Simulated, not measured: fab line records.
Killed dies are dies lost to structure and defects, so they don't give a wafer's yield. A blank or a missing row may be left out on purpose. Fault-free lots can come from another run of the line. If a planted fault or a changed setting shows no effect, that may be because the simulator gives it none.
Matching of chambers -- flow nand harc -- NHARC_A_WL_FILL_ALD_00 on ald hk-02: 4 sister chambers
The step deposits Al2O3, target thk 3 nm, pulse time 3 s, ald cycles 30. 8 wafers are shown with their chamber, then 6 later ones without.

== EACH WAFER AND ITS CHAMBER ==
wafer,chamber,heater power w (W),precursor pulse height rel
L801.5,3,455,1.030
L804.1,0,462,0.959
L805.5,3,443,0.984
L812.2,2,436,0.989
L812.3,1,533,0.982
L812.6,0,469,1.003
L816.2,2,446,0.995
L816.6,1,538,0.967

== WAFERS WITHOUT THEIR CHAMBER ==
wafer,heater power w (W),precursor pulse height rel
L822.2,545,1.004
L822.3,475,0.959
L822.6,425,1.041
L823.2,486,0.990
L823.4,550,0.984
L823.6,531,1.011

== THE CHAMBER EACH PASSED THROUGH ==
wafer,from the rows above,in truth
L822.2,1,1
L822.3,0,0
L822.6,can't be placed: 2 or 3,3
L823.2,0,0
L823.4,1,1
L823.6,1,1
5 of 6 placed correctly. Cannot be placed on the basis of these rows: 1; the candidates contain the true chamber in 1. Number placed wrongly: 0.
How it was worked out, from the rows above alone: a wafer's distance from a chamber is the root of the sum, over the readings, of the square of ((its reading less the chamber's mean) divided by the reading's scatter). If the next closest chamber is less than 2 further off than the closest, the wafer can't be placed; otherwise it belongs to the closest. The mean given for a chamber averages the wafers shown for that chamber. How the scatter is found: for the shown wafers, subtract from each reading the mean of its chamber, square and add these, divide the total by (wafers less chambers), then take the root.
